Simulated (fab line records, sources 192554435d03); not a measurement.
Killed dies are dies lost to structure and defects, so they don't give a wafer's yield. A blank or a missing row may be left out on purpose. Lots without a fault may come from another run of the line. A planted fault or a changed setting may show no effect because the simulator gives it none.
Chamber matching | flow n5_finfet | N5_SDB_ALD_29 on ald_sin-02: 4 sister chambers
The step deposits SiNx, target thk 30 nm, pulse time 1 s, ald cycles 600. 4 wafers are shown with their chamber, then 7 later ones without.

WAFERS WITH THEIR CHAMBER
wafer  | chamber | heater_power_w (W)
L080.3 | 2       | 798
L080.4 | 1       | 745
L087.2 | 3       | 1008
L087.5 | 0       | 838

WAFERS WITHOUT THEIR CHAMBER
wafer  | heater_power_w (W)
L087.6 | 1022
L090.2 | 812
L090.4 | 986
L090.6 | 860
L094.2 | 749
L094.3 | 1002
L094.5 | 771

WHICH CHAMBER EACH WENT THROUGH
wafer  | from the rows above     | in truth
L087.6 | 3                       | 3
L090.2 | can't be placed: 2 or 0 | 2
L090.4 | 3                       | 3
L090.6 | 0                       | 0
L094.2 | 1                       | 1
L094.3 | 3                       | 3
L094.5 | can't be placed: 1 or 2 | 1
Placed correctly: 5 of 7. Can't be placed from these rows: 2 (the true chamber is among the candidates in 2). Placed wrongly: 0.
How it was worked out, from the rows above alone: a wafer's distance from a chamber is the root of the sum, over the readings, of the square of ((its reading less the chamber's mean) divided by the reading's scatter). The wafer belongs to the nearest chamber; if the next one is less than 2 further off, it can't be placed. A chamber's mean is the mean of its shown wafers. The scatter: with one shown wafer a chamber, the root of the mean of the squares of how far each hidden wafer lies from its nearest shown one.
